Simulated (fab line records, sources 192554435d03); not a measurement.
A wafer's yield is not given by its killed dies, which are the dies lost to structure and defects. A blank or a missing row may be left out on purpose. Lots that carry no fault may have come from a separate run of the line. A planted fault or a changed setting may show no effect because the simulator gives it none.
Which of the tools did it? ; flow n5Finfet ; 12 lots with 29 wafers sampled at 4 steps, on a route of 1938 steps

== WHAT EACH GAUGE READ, for each wafer ==
N5_BEOL_M10_OCD_MEAS_38.
lot;measured;on;trenchDepthNm (nm)
L188;day 10 11:52;ocd-01;150 144 152
L190;day 10 14:25;ocd-02;146 151 151
L187;day 11 03:44;ocd-01;152 149 143
L192;day 11 07:30;ocd-01;148 154
L193;day 11 10:14;ocd-01;153 146
L199;day 13 05:16;ocd-01;150 143
L198;day 13 05:44;ocd-01;141 150
L200;day 13 13:11;ocd-01;150 143
L204;day 14 05:31;ocd-02;144 144 149
L203;day 14 16:10;ocd-02;144 149
L208;day 15 05:35;ocd-01;149 152 146
L210;day 15 20:06;ocd-01;147 148

== WHAT TOOL EACH LOT RAN ON (gives the tool, then ch and the chambers of the sampled wafers, and finally the start) ==
lot;N5_BEOL_M10_ETCH_62;N5_BEOL_M10_STRIP_67;N5_BEOL_M10_ETCH_65
L188;rieDiel-03 ch 1,2, day 10 09:06;rieDiel-03 ch 1,2, day 10 09:15;rieDiel-03 ch 2,3, day 10 11:24
L190;rieDiel-05 ch 0,3, day 10 12:15;rieDiel-05 ch 0,3, day 10 12:24;rieDiel-03 ch 1,2,3, day 10 13:58
L187;rieDiel-03 ch 0,2,3, day 11 02:20;rieDiel-03 ch 0,2,3, day 11 02:29;rieDiel-06 ch 0,2,3, day 11 03:17
L192;rieDiel-06 ch 0,3, day 11 05:13;rieDiel-06 ch 0,3, day 11 05:21;rieDiel-05 ch 1,2, day 11 07:02
L193;rieDiel-03 ch 3, day 11 08:31;rieDiel-03 ch 3, day 11 08:40;rieDiel-05 ch 1,2, day 11 09:46
L199;rieDiel-03 ch 1,2, day 13 00:45;rieDiel-03 ch 1,2, day 13 00:53;rieDiel-06 ch 0,3, day 13 04:49
L198;rieDiel-05 ch 1,2, day 13 02:10;rieDiel-05 ch 1,2, day 13 02:19;rieDiel-05 ch 2,3, day 13 05:16
L200;rieDiel-03 ch 0,2, day 13 10:22;rieDiel-03 ch 0,2, day 13 10:30;rieDiel-03 ch 2,3, day 13 12:44
L204;rieDiel-05 ch 0,2,3, day 14 03:07;rieDiel-05 ch 0,2,3, day 14 03:15;rieDiel-06 ch 1,2, day 14 05:03
L203;rieDiel-05 ch 0,1, day 14 13:40;rieDiel-05 ch 0,1, day 14 13:48;rieDiel-06 ch 1,2, day 14 15:42
L208;rieDiel-05 ch 2,3, day 15 03:17;rieDiel-05 ch 2,3, day 15 03:26;rieDiel-06 ch 0,1,3, day 15 05:08
L210;rieDiel-05 ch 2, day 15 16:50;rieDiel-05 ch 2, day 15 16:58;rieDiel-05 ch 1,2, day 15 19:38
- N5_BEOL_M10_ETCH_62: etches SOC in N2/H2, target depth 110 nm, overetch 22 nm, time 165 s.
- N5_BEOL_M10_STRIP_67: strips in CF4.
- N5_BEOL_M10_ETCH_65: etches SiARC in CF4, target depth 39 nm, time 65 s.

== AS READ BY THE TOOLS THEMSELVES (means over the sampled wafers that have a number; for cases with no such wafer, the mark the record gives instead) ==
N5_BEOL_M10_ETCH_62.
lot;tool;drypumpMotorCurrentA (A);h2FlowSccm (sccm);oesProductAu (a.u.);rfVppV (V);showerheadPlenumPTorr (Torr);throttleValvePct (%)
L188;rieDiel-03;5.8;200.1;0.74;525.4;2.56;17.83
L190;rieDiel-05;6.0;199.9;0.68;522.2;2.47;17.85
L187;rieDiel-03;5.9;200.0;0.77;523.8;2.58;17.92
L192;rieDiel-06;5.0;199.4;0.65;525.5;2.60;17.84
L193;rieDiel-03;5.5;200.6;0.79;525.2;2.63;17.96
L199;rieDiel-03;5.8;199.8;0.71;522.2;2.52;17.84
L198;rieDiel-05;4.9;200.3;0.64;522.5;2.48;17.82
L200;rieDiel-03;6.0;199.5;0.72;523.4;2.54;17.95
L204;rieDiel-05;5.6;199.6;0.62;520.8;2.45;17.98
L203;rieDiel-05;5.5;200.2;0.68;522.0;2.50;17.73
L208;rieDiel-05;5.2;200.2;0.67;521.0;2.43;17.93
L210;rieDiel-05;4.8;199.4;0.59;520.8;2.39;17.98

N5_BEOL_M10_STRIP_67.
lot;tool;drypumpMotorCurrentA (A);oesProductAu (a.u.);rfVppV (V);showerheadPlenumPTorr (Torr);throttleValvePct (%)
L188;rieDiel-03;5.8;0.87;271.3;1.78;13.25
L190;rieDiel-05;6.0;0.80;270.5;1.76;13.73
L187;rieDiel-03;5.8;0.91;270.8;1.81;13.44
L192;rieDiel-06;5.0;0.77;271.9;1.83;13.54
L193;rieDiel-03;5.5;0.93;273.9;1.85;13.46
L199;rieDiel-03;5.8;0.85;271.9;1.77;13.34
L198;rieDiel-05;4.9;0.76;271.5;1.75;13.59
L200;rieDiel-03;6.0;0.85;271.5;1.79;13.48
L204;rieDiel-05;5.6;0.73;270.5;1.74;13.83
L203;rieDiel-05;5.5;0.80;271.1;1.77;13.59
L208;rieDiel-05;5.3;0.79;269.6;1.72;13.67
L210;rieDiel-05;4.8;0.69;270.1;1.70;13.82

N5_BEOL_M10_ETCH_65.
lot;tool;drypumpMotorCurrentA (A);etchRfOnTimeS (s);oesProductAu (a.u.);rfVppV (V);showerheadPlenumPTorr (Torr);throttleValvePct (%)
L188;rieDiel-03;5.7;65.7;0.77;184.3;2.17;15.34
L190;rieDiel-03;5.7;64.6;0.77;183.9;2.14;15.39
L187;rieDiel-06;4.9;65.7;0.70;184.1;2.17;15.60
L192;rieDiel-05;4.9;64.2;0.66;183.9;2.10;15.59
L193;rieDiel-05;4.9;46.4;0.80;184.4;2.10;15.61
L199;rieDiel-06;5.0;65.2;0.64;184.6;2.19;15.68
L198;rieDiel-05;5.4;48.0;0.72;183.1;2.08;15.86
L200;rieDiel-03;5.7;66.8;0.72;184.5;2.17;15.41
L204;rieDiel-06;5.5;67.0;0.75;183.2;2.10;15.60
L203;rieDiel-06;5.3;66.3;0.74;183.7;2.09;15.61
L208;rieDiel-06;5.3;65.8;0.75;184.3;2.16;15.51
L210;rieDiel-05;4.9;64.8;0.63;182.0;2.09;15.66

== THE ANSWER, worked out from the rows above alone ==
Rule: the lots themselves supply what counts as usual. Put in order of their means at a reading, lots are off if they are a third of the lots or fewer, leave a main group of 4 or more, and stand apart from it by a gap of 3 or more times the standard deviation of the main group's means; of several such gaps the widest counts. If all means in a main group match to the digits the tables above print for the reading, that group is not used. A lot without any number at a reading at which 4 lots or more have one is off too. Where the step has rows for the other lots, those lots are counted as sound. After the gauges, taken in route order, come the tools' own readings; for these a lot's mean is taken, as printed above. At the first step where some lot is off, the reading lying furthest off is the one used; lots without a number count as furthest.
Off: L193, L198 (N5_BEOL_M10_ETCH_65, etchRfOnTimeS). For the main group the mean is 65.6 s and the standard deviation 0.88.
A tool fits if, at that step or a process step before it, it ran every lot that is off, and no sound lot after the first of them. None of those tried fits.

== WHAT HAD BEEN PUT IN BY THE SIMULATOR ==
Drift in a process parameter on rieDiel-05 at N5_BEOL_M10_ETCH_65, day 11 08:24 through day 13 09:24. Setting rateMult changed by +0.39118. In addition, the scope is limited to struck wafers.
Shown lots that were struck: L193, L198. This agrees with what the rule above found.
